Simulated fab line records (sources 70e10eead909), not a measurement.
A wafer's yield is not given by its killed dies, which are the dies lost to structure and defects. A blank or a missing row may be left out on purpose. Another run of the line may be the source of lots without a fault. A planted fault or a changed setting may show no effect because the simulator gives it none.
fab line records | flow nandHarc
[record] lots = 14 | wafers = 42 | lastDay = 24
route steps=1159 shown A_BLC@986 THIN_TSV@1121 END@1159
lots with no fault: from the same line, run without faults
startH: the number of hours between the record's first day and the start of the first shown wafer of the lot | waitH: hours elapsed since this lot's preceding step | " identical to the entry in the row above | L1.1+2: several wafers, shown together as one row | - no value, or no start was given | * or withheld: withheld | < > ~ a bound
route shown NAME@n: NAME is a module with steps in the file, n the number in the route of the first one | usual: mean/standard deviation taken from wafers without a fault | same: alike in all rows | chamber/n: place in a boat | sites: the reading at each site | _std_site: their standard deviation | _edge_site: the outer-site mean with the inner-site mean subtracted | radiusMm: for every site, how far away it sits from the centre of the wafer | mask NAME#n: copy n | behind: the most recent tool/chamber to have shaped the wafer | hold: why the lot went on hold/how many hours it stayed there/how the hold came to an end | device: which transistor (n, p or np) failed to switch | end of line: the tests these same wafers got at the end of their route | step lacking rows: just its recipe | killed: not the wafer's yield, but the dies lost to structure and defects at the first sort | map: the dies of a wafer, with x for killed, . for not killed, _ for no die there
set.NAME: the run value of the setting; set.NAME@STEP: its run value at that earlier step | model.NAME: the simulator's own value behind a step, which no gauge read
the route's steps for a sample of lots (tables are steps, rows are wafers)
services: when a tool's chamber went out of use (startH, in hours from the record's first day, below 0 if earlier), for how many hours, and the reason
[[steps]]
[step NHARC_A_BLC_PRE_CLEAN_31]
[recipe] timeS = 15 | biasV = 250 | gas = Ar
lot.wafer  | tool          | chamber | startH | waitH
L325.2+4+5 | pvdSputter-03 | -       | 396.52 | -
L327.2+4+5 | pvdSputter-01 | -       | 414.06 | -
L329.4+3+5 | pvdSputter-03 | -       | 415.72 | -
L328.2+4+1 | pvdSputter-01 | -       | 426.94 | -
L331.3+4+5 | pvdSputter-02 | -       | 432.09 | -
L332.3+2+6 | pvdSputter-01 | -       | 433.48 | -
L330.1+5+6 | pvdSputter-02 | -       | 436.68 | -
L336.3+4+5 | pvdSputter-01 | -       | 461.89 | -
L337.4+2+6 | pvdSputter-01 | -       | 465.39 | -
L338.2+5+6 | pvdSputter-03 | -       | 471.43 | -
L342.1+2+5 | pvdSputter-03 | -       | 505.42 | -
L344.2+1+6 | pvdSputter-03 | -       | 517.03 | -
L347.2+4+6 | pvdSputter-03 | -       | 518.35 | -
L346.4+1+5 | pvdSputter-02 | -       | 523.63 | -
[step NHARC_THIN_TSV_CD_MEAS_16]
[usual] cdNm = 1000.8/1.3
lot.wafer | tool     | chamber | startH | waitH | cdNm
L325.2    | cdSem-03 | -       | 434.07 | 0.1   | 1000.6
L325.4    | "        | -       | "      | "     | 1001.2
L325.5    | "        | -       | "      | "     | 999.4
L327.2    | cdSem-01 | -       | 448.15 | 0.1   | 1000.7
L327.4    | "        | -       | "      | "     | 1000.8
L327.5    | "        | -       | "      | "     | 998.3
L329.3    | cdSem-02 | -       | 449.32 | 0.1   | 1000.1
L329.4    | "        | -       | "      | "     | 1001.6
L329.5    | "        | -       | "      | "     | 1001.6
L328.1    | cdSem-01 | -       | 455.51 | 0.1   | 998.8
L328.2    | "        | -       | "      | "     | 999.4
L328.4    | "        | -       | "      | "     | 1000.6
L331.3    | cdSem-03 | -       | 462.18 | 0.1   | 1002.1
L331.4    | "        | -       | "      | "     | 1002.9
L331.5    | "        | -       | "      | "     | 1000.7
L332.2    | cdSem-02 | -       | 463.50 | 0.1   | 1000.6
L332.3    | "        | -       | "      | "     | 999.0
L332.6    | "        | -       | "      | "     | 999.3
L330.1    | cdSem-02 | -       | 465.34 | 0.1   | 1002.2
L330.5    | "        | -       | "      | "     | 1003.2
L330.6    | "        | -       | "      | "     | 1002.3
L336.3    | cdSem-02 | -       | 492.27 | 0.1   | 1000.6
L336.4    | "        | -       | "      | "     | 1000.3
L336.5    | "        | -       | "      | "     | 1000.5
L337.2    | cdSem-02 | -       | 493.46 | 0.1   | 998.6
L337.4    | "        | -       | "      | "     | 999.6
L337.6    | "        | -       | "      | "     | 998.5
L338.2    | cdSem-01 | -       | 500.56 | 0.1   | 1001.6
L338.5    | "        | -       | "      | "     | 1000.6
L338.6    | "        | -       | "      | "     | 1002.1
L342.1    | cdSem-02 | -       | 533.80 | 0.1   | 1002.6
L342.2    | "        | -       | "      | "     | 1000.8
L342.5    | "        | -       | "      | "     | 999.2
L344.1    | cdSem-03 | -       | 547.36 | 0.1   | 1001.2
L344.2    | "        | -       | "      | "     | 1001.4
L344.6    | "        | -       | "      | "     | 1000.6
L347.2    | cdSem-02 | -       | 550.22 | 0.1   | 1001.1
L347.4    | "        | -       | "      | "     | 999.0
L347.6    | "        | -       | "      | "     | 1001.3
L346.1    | cdSem-03 | -       | 551.52 | 0.1   | 1003.3
L346.4    | "        | -       | "      | "     | 1001.5
L346.5    | "        | -       | "      | "     | 1003.5
[step NHARC_THIN_TSV_DEGAS_49]
[recipe] tempC = 300 | timeS = 120
[usual] heaterPowerW = 478/31
lot.wafer | tool          | chamber | startH | waitH | heaterPowerW
L325.2    | pvdSputter-01 | -       | 435.89 | 0.1   | 418
L325.4    | "             | -       | "      | "     | 488
L325.5    | "             | -       | "      | "     | 417
L327.2    | pvdSputter-03 | -       | 450.45 | 0.2   | 471
L327.4    | "             | -       | "      | "     | 469
L327.5    | "             | -       | "      | "     | 452
L329.4    | pvdSputter-01 | -       | 451.25 | 0.1   | 500
L329.3    | "             | -       | "      | "     | 481
L329.5    | "             | -       | "      | "     | 469
L328.1    | pvdSputter-03 | -       | 457.94 | 0.1   | 462
L328.4    | "             | -       | "      | "     | 493
L328.2    | "             | -       | "      | "     | 456
L331.3    | pvdSputter-01 | -       | 464.46 | 0.1   | 484
L331.4    | "             | -       | "      | "     | 490
L331.5    | "             | -       | "      | "     | 467
L332.3    | pvdSputter-02 | -       | 465.43 | 0.1   | 551
L332.2    | "             | -       | "      | "     | 482
L332.6    | "             | -       | "      | "     | 476
L330.1    | pvdSputter-02 | -       | 467.51 | 0.1   | 544
L330.6    | "             | -       | "      | "     | 470
L330.5    | "             | -       | "      | "     | 547
L336.3    | pvdSputter-01 | -       | 494.56 | 0.1   | 486
L336.4    | "             | -       | "      | "     | 481
L336.5    | "             | -       | "      | "     | 490
L337.4    | pvdSputter-03 | -       | 495.27 | 0.1   | 499
L337.2    | "             | -       | "      | "     | 502
L337.6    | "             | -       | "      | "     | 489
L338.2    | pvdSputter-01 | -       | 502.45 | 0.2   | 477
L338.6    | "             | -       | "      | "     | 491
L338.5    | "             | -       | "      | "     | 513
L342.2    | pvdSputter-01 | -       | 535.60 | 0.1   | 467
L342.1    | "             | -       | "      | "     | 492
L342.5    | "             | -       | "      | "     | 469
L344.1    | pvdSputter-02 | -       | 549.51 | 0.1   | 515
L344.2    | "             | -       | "      | "     | 553
L344.6    | "             | -       | "      | "     | 506
L347.2    | pvdSputter-02 | -       | 552.15 | 0.2   | 480
L347.4    | "             | -       | "      | "     | 561
L347.6    | "             | -       | "      | "     | 479
L346.4    | pvdSputter-01 | -       | 553.46 | 0.1   | 474
L346.1    | "             | -       | "      | "     | 466
L346.5    | "             | -       | "      | "     | 474
[step NHARC_THIN_TSV_CD_MEAS_33]
[recipe] targetCdNm = 5000 | landingEnergyEv = 500
[usual] cdNm = 4999.2/1.4
lot.wafer | tool     | chamber | startH | waitH | cdNm
L325.2    | cdSem-02 | 0       | 439.04 | -     | 4998.4
L325.4    | "        | 0       | "      | "     | 4998.8
L325.5    | "        | 0       | "      | "     | 4997.7
L327.2    | cdSem-03 | 0       | 453.59 | -     | 4998.0
L327.4    | "        | 0       | "      | "     | 4996.6
L327.5    | "        | 0       | "      | "     | 4997.7
L329.3    | cdSem-03 | 0       | 454.50 | -     | 5000.5
L329.4    | "        | 0       | "      | "     | 5001.0
L329.5    | "        | 0       | "      | "     | 4998.8
L328.1    | cdSem-03 | 0       | 461.07 | -     | 4997.9
L328.2    | "        | 0       | "      | "     | 4996.6
L328.4    | "        | 0       | "      | "     | 4997.8
L331.3    | cdSem-01 | 0       | 467.51 | -     | 4996.0
L331.4    | "        | 0       | "      | "     | 4998.5
L331.5    | "        | 0       | "      | "     | 4997.2
L332.2    | cdSem-02 | 0       | 468.91 | -     | 5001.1
L332.3    | "        | 0       | "      | "     | 5000.5
L332.6    | "        | 0       | "      | "     | 5000.7
L330.1    | cdSem-03 | 0       | 470.62 | -     | 4998.1
L330.5    | "        | 0       | "      | "     | 4999.4
L330.6    | "        | 0       | "      | "     | 4999.0
L336.3    | cdSem-01 | 0       | 497.71 | -     | 5000.2
L336.4    | "        | 0       | "      | "     | 4999.0
L336.5    | "        | 0       | "      | "     | 5000.2
L337.2    | cdSem-02 | 0       | 498.39 | -     | 4999.4
L337.4    | "        | 0       | "      | "     | 4999.9
L337.6    | "        | 0       | "      | "     | 4999.8
L338.2    | cdSem-03 | 0       | 505.44 | -     | 4999.5
L338.5    | "        | 0       | "      | "     | 4998.8
L338.6    | "        | 0       | "      | "     | 4999.0
L342.1    | cdSem-01 | 0       | 538.76 | -     | 5000.1
L342.2    | "        | 0       | "      | "     | 4999.9
L342.5    | "        | 0       | "      | "     | 5000.9
L344.1    | cdSem-03 | 0       | 552.71 | -     | 4998.2
L344.2    | "        | 0       | "      | "     | 4995.3
L344.6    | "        | 0       | "      | "     | 4998.7
L347.2    | cdSem-02 | 0       | 555.16 | -     | 4998.0
L347.4    | "        | 0       | "      | "     | 4998.4
L347.6    | "        | 0       | "      | "     | 4999.1
L346.1    | cdSem-01 | 0       | 556.49 | -     | 5000.4
L346.4    | "        | 0       | "      | "     | 5000.4
L346.5    | "        | 0       | "      | "     | 5000.0
[step NHARC_END_SORT_01]
[recipe] tempC = 25
[usual] killedAtArray = 27/11 | killedAtOther = 0.8/1.4 | killedAtPeriphery = 3.3/2 | killedDies = 31/11 | killedOpen = 3.4/1.8 | killedShort = 2.1/1.3
[same] grossDies = 677
lot.wafer | tool      | chamber | startH | waitH | killedAtArray | killedAtOther | killedAtPeriphery | killedDies | killedOpen | killedShort
L336.3    | prober-01 | 0       | 508.25 | 3.1   | 53            | 0             | 2                 | 55         | 3          | 2
L336.4    | prober-01 | 0       | 509.05 | 3.4   | 81            | 2             | 5                 | 88         | 4          | 2
L336.5    | prober-01 | 0       | 509.84 | 3.7   | 71            | 0             | 5                 | 76         | 0          | 3
L337.2    | prober-02 | 0       | 513.19 | 2.8   | 88            | 0             | 1                 | 89         | 3          | 2
L337.4    | prober-02 | 0       | 514.79 | 3.4   | 79            | 0             | 4                 | 83         | 3          | 2
L337.6    | prober-02 | 0       | 516.39 | 4.0   | 64            | 0             | 1                 | 65         | 2          | 2
// killed by level:class
L336.3 A_BLC:unspecified=33 A_CHANNEL_HOLE_D1:chamberFilmFlake=5 A_STAIRCASE:chamberFilmFlake=5 A_CONTACT:chamberFilmFlake=4 P_GATE:geometricParticle:open=1 A_CHANNEL_FILL_D1:geometricParticle:short=1 A_CONTACT:geometricParticle:open=1 A_M0:geometricParticle:open=1
L336.4 A_BLC:unspecified=72 P_BONDPAD:chamberFilmFlake=3 A_CONTACT:chamberFilmFlake=2 THIN_TSV:chamberFilmFlake=2 P_GATE:geometricParticle:open=1 P_CONTACT:geometricParticle:open=1 A_ONON_D1:geometricParticle:short=1 A_CHANNEL_FILL_D1:geometricParticle:open=1
L336.5 A_BLC:unspecified=58 P_BONDPAD:chamberFilmFlake=3 A_CHANNEL_HOLE_D1:chamberFilmFlake=3 A_CHANNEL_FILL_D1:chamberFilmFlake=3 A_STAIRCASE:chamberFilmFlake=2 A_SGD_CUT:chamberFilmFlake=2 A_CONTACT:chamberFilmFlake=2 P_STI:geometricParticle:short=1
L337.2 A_BLC:unspecified=48 A_CHANNEL_HOLE_D1:chamberFilmFlake=11 A_SLIT:chamberFilmFlake=11 A_SGD_CUT:chamberFilmFlake=5 A_BONDPAD:chamberFilmFlake=5 A_CONTACT:chamberFilmFlake=3 A_ONON_D1:geometricParticle:open=1 A_CHANNEL_FILL_D1:geometricParticle:short=1
L337.4 A_BLC:unspecified=41 A_CHANNEL_HOLE_D1:chamberFilmFlake=17 A_SLIT:chamberFilmFlake=13 A_BONDPAD:chamberFilmFlake=2 P_STI:geometricParticle:open=1 A_CHANNEL_FILL_D1:geometricParticle:open=1 A_SGD_CUT:geometricParticle:short=1 A_WL_FILL:geometricParticle:short=1
L337.6 A_BLC:unspecified=32 A_CHANNEL_HOLE_D1:chamberFilmFlake=17 A_BONDPAD:chamberFilmFlake=5 A_SGD_CUT:chamberFilmFlake=2 A_CONTACT:chamberFilmFlake=2 A_SOURCE_PLATE:geometricParticle:open=1 A_SGD_CUT:geometricParticle:short=1 A_BLC:geometricParticle:open=1
[[services]]
tool          | chamber | startH | hours | kind
pvdSputter-03 | -       | 374.75 | 2.1   | repair
pvdSputter-02 | -       | 392.00 | 10.0  | pm
pvdSputter-03 | -       | 442.30 | 5.5   | repair
pvdSputter-03 | -       | 458.00 | 10.0  | pm
pvdSputter-01 | -       | 514.00 | 10.0  | pm
[[key]]
[firstSign] step = NHARC_END_SORT_01 | reading = killedAtArray | direction = up | sigmas = 4.2 | usual = 27 | struck = 73
[effect] step = NHARC_END_SORT_01 | reading = killedDies | direction = up | sigmas = 4.2 | usual = 31 | struck = 76
[moreKillsBornAt] NHARC_A_BLC_PRE_CLEAN_31@pvdSputter-01 = 284
metAt NHARC_A_BLC_PRE_CLEAN_31
struckLots L336,L337
testerLeftOut L336,L337
notActingAt NHARC_THIN_TSV_CD_MEAS_16,NHARC_THIN_TSV_DEGAS_49,NHARC_THIN_TSV_CD_MEAS_33
onsetBetween 433.48 461.89
[fault] kind = chamberParticleSource | tool = pvdSputter-01 | chamber = - | onsetH = 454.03 | steps = NHARC_A_BLC_PRE_CLEAN_31 | ratePerVisitCm2 = 0.44137 | endH = 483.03
// testerLeftOut: of these lots the tester's yield and bins aren't shown, on N5 and GAA mostly nor the transistor test; their killed dies are dies lost to structure and defects alone, not to doping, threshold or leakage, so they don't give the yield
